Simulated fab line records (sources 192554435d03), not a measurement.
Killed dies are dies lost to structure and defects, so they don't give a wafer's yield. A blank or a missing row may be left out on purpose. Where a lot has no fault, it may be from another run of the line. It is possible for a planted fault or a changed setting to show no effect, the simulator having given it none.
Lot-split experiment + flow n5-finfet + on a route of 1938 steps: 7 lots, 39 wafers read

== THE SPLIT ==
At N5_HKMG_FIN_ETCH_35 (etches SOC in N2/H2, target depth 215.8 nm, time 243.4 s), the setting bias-w was moved away from the recipe's 5 W on 18 of the 39 wafers read, by -18.3% to +13.5%. This setting was run at the recipe's value on the other wafers.

Reading taken at the split's own step.

== THE READING ==
rf-vpp-V, in V, at N5_HKMG_FIN_ETCH_35 (etches SOC in N2/H2, target depth 215.8 nm, time 243.4 s). Fault-free wafers of this fab line usually give 141.7 V, standard deviation 0.78 V.

| wafer  | tool, chamber at the split | bias-w as run, W | against the recipe | rf-vpp-V, V | against lot-mates on the recipe |
|--------|----------------------------|------------------|--------------------|-------------|---------------------------------|
| L074.1 | rie-diel-06, 3             | 5                | recipe             | 141.6       | -                               |
| L074.2 | rie-diel-06, 1             | 5                | recipe             | 141.7       | -                               |
| L074.3 | rie-diel-06, 2             | 5.674            | +13.5%             | 153.6       | +12.2                           |
| L074.4 | rie-diel-06, 0             | 5.674            | +13.5%             | 154.8       | +13.4                           |
| L074.5 | rie-diel-06, 3             | 5                | recipe             | 141.0       | -                               |
| L074.6 | rie-diel-06, 2             | 5.674            | +13.5%             | 154.4       | +13.0                           |
| L080.1 | rie-diel-02, 0             | 4.083            | -18.3%             | 125.6       | -16.7                           |
| L080.2 | rie-diel-02, 1             | 4.083            | -18.3%             | 123.4       | -18.9                           |
| L080.3 | rie-diel-02, 3             | 5                | recipe             | 142.1       | -                               |
| L080.4 | rie-diel-02, 1             | 4.083            | -18.3%             | 123.6       | -18.7                           |
| L080.5 | rie-diel-02, 3             | 5                | recipe             | 140.7       | -                               |
| L080.6 | rie-diel-02, 0             | 5                | recipe             | 144.0       | -                               |
| L081.3 | rie-diel-06, 1             | 5                | recipe             | 142.1       | -                               |
| L081.4 | rie-diel-06, 3             | 5                | recipe             | 141.3       | -                               |
| L081.5 | rie-diel-06, 3             | 5                | recipe             | 141.6       | -                               |
| L083.1 | rie-diel-06, 3             | 5.507            | +10.1%             | 150.6       | +9.1                            |
| L083.2 | rie-diel-06, 1             | 5.507            | +10.1%             | 152.0       | +10.5                           |
| L083.3 | rie-diel-06, 0             | 5                | recipe             | 141.1       | -                               |
| L083.4 | rie-diel-06, 2             | 5                | recipe             | 141.7       | -                               |
| L083.5 | rie-diel-06, 0             | 5                | recipe             | 141.6       | -                               |
| L083.6 | rie-diel-06, 1             | 5.507            | +10.1%             | 149.3       | +7.8                            |
| L084.1 | rie-diel-05, 1             | 4.143            | -17.1%             | 125.8       | -15.4                           |
| L084.2 | rie-diel-05, 3             | 5                | recipe             | 140.7       | -                               |
| L084.3 | rie-diel-05, 0             | 5                | recipe             | 140.5       | -                               |
| L084.4 | rie-diel-05, 2             | 4.143            | -17.1%             | 124.6       | -16.6                           |
| L084.5 | rie-diel-05, 1             | 5                | recipe             | 142.3       | -                               |
| L084.6 | rie-diel-05, 0             | 4.143            | -17.1%             | 124.8       | -16.4                           |
| L091.1 | rie-diel-05, 0             | 5.291            | +5.8%              | 147.6       | +6.2                            |
| L091.2 | rie-diel-05, 3             | 5                | recipe             | 141.3       | -                               |
| L091.3 | rie-diel-05, 1             | 5.291            | +5.8%              | 146.3       | +4.9                            |
| L091.4 | rie-diel-05, 2             | 5.291            | +5.8%              | 147.4       | +6.0                            |
| L091.5 | rie-diel-05, 1             | 5                | recipe             | 142.4       | -                               |
| L091.6 | rie-diel-05, 0             | 5                | recipe             | 140.6       | -                               |
| L093.1 | rie-diel-05, 0             | 5                | recipe             | 142.1       | -                               |
| L093.2 | rie-diel-05, 2             | 5.525            | +10.5%             | 149.9       | +8.1                            |
| L093.3 | rie-diel-05, 3             | 5                | recipe             | 141.3       | -                               |
| L093.4 | rie-diel-05, 1             | 5                | recipe             | 142.0       | -                               |
| L093.5 | rie-diel-05, 0             | 5.525            | +10.5%             | 151.7       | +9.9                            |
| L093.6 | rie-diel-05, 1             | 5.525            | +10.5%             | 151.2       | +9.4                            |

THE FIT
A straight line over all 39 wafers: rf-vpp-V changes by +0.94 V for each +1% of bias-w; r = +1.00; the points scatter about the line by 0.82 V.
The same after taking each lot's own level away (the mean of its wafers on the recipe; 39 wafers): +0.947 V for each +1%; r = +1.00; scatter 0.82 V.
On that fit, the largest move of bias-w shifts the reading by 17 V.
Measured against the standard deviation above, the lots' own levels, which go from 141.17 to 142.27 V, span 1.4 times it.
Hence the lot-to-lot level has little effect on the slope; both slopes agree.
Check: with one of the wafers moved furthest among these (-18.3%) left out of the fit, the line predicts -17.6 V for it against its lot-mates. Against them it came out at -16.7 V.
Tool readings at the split's step, against how far the setting was moved: rf-vpp-V r = +1.00.

== OTHER SPLITS APPLIED TO THESE WAFERS ==
Other splits were also applied to these wafers ahead of the reading. Each is held against what the fit with the lots' levels taken away leaves over:
| other split on the same wafers | wafers away from the commonest value | r with rf-vpp-V (lot level and that fit taken away) |
|--------------------------------|--------------------------------------|-----------------------------------------------------|
| N5_DUMMY_GATE_ETCH_32 time-s   | 15                                   | -0.16                                               |

== THE FILE'S OWN FIT ==
rf-vpp-V changes by +0.947 V for each +1% of bias-w, r = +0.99.
